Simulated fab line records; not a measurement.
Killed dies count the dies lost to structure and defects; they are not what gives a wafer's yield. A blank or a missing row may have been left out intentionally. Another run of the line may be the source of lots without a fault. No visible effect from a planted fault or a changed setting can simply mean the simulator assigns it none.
Problem report in the 8D (eight disciplines) form, filled by code    flow nandHarc    the parts of the form that need people (team, actions taken, sign-off) are left out

1. WHAT WENT WRONG
Wafers without a fault read 31, standard deviation 11; killedAtArray at NHARC_END_SORT_01 reads a mean of 92 on 6 wafers belonging to 2 lots. That is +5.5 standard deviations from the usual mean.
First seen on wafer L604.1, day 21 01:28, on prober-02. The record holds 6 wafers of 2 lots with a number at this step. Rule for "out" (also "out of limits"): further than 4 standard deviations from the usual mean. The rest of the wafers with a number are treated as sound.

2. WHAT IT IS AND WHAT IT IS NOT
question                     is                         is not
which readings at this step  killedAtArray, killedDies  killedAtOther, killedAtPeriphery, killedOpen, killedShort
which lots                   L604, L605                 -
which wafers of those lots   all that have a number     -
read on which gauges         prober-01, prober-02       -
when                         from day 21 01:28          up to then (0 sound wafers)

3. THE SUSPECTS, EACH WITH WHAT RULES IT OUT
Counting: any tool at a process step up to the reading is kept as a suspect provided that every lot that is out went through it and no sound lot did after the first of them.
- the gauge at NHARC_END_SORT_01 has been ruled out. The wafers that are out were read on 2 gauges (prober-01, prober-02).
- lpcvdPoly-04 at NHARC_A_WL_FILL_CVD_23 (deposits poly-Si, target thk 40 nm, time 800 s): kept. It ran every lot that is out, first L604 (day 17 07:02), and no sound lot after that.
- rieDiel-08 at NHARC_THIN_TSV_DESCUM_35 (chemistry O2, time 3 s): kept. It ran every lot that is out, first L605 (day 20 16:57), and no sound lot after that.
- plasmaAsher-01 at NHARC_THIN_TSV_STRIP_56 (strips in O2): kept. It ran every lot that is out, first L605 (day 20 17:29), and no sound lot after that.
The count leaves lpcvdPoly-04 at NHARC_A_WL_FILL_CVD_23, rieDiel-08 at NHARC_THIN_TSV_DESCUM_35, and plasmaAsher-01 at NHARC_THIN_TSV_STRIP_56.

4. THE CAUSE (what the simulator had put in)
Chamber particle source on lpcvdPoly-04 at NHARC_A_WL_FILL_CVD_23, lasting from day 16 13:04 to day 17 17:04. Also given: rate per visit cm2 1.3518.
Counting leaves 3 suspects; this tool is one of them.

5. SEQUENCE OF EFFECTS, ordered by route
One row per reading whose mean, taken over the struck wafers that have a number, lies over 3 standard deviations from the usual. Only readings whose record carries a usual standard deviation are examined. hours: median over the lots of the time between each lot's start at the first step of this table that gives one and its start at this step. sigmas: the change, counted in usual standard deviations.
hours  step               reading        usual  on struck wafers  change  sigmas
0      NHARC_END_SORT_01  killedAtArray  31     92                +61     +5.5
0      NHARC_END_SORT_01  killedDies     34     95                +61     +5.1

6. WHAT WOULD HAVE CAUGHT IT SOONER
Counted from the fault's start at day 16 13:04, it took 108 hours until the first out-of-limits reading at a measuring or inspecting step in this record, taken at day 21 01:28.
Tool readings at NHARC_A_WL_FILL_CVD_23 with a usual standard deviation given in the record: none out on any struck wafer, hence no alarm at a limit of 4 standard deviations on them.
All the lots that are out (2) had begun NHARC_A_WL_FILL_CVD_23 on lpcvdPoly-04 by day 21 01:28. A hold on the tool at that time would have spared none of them.
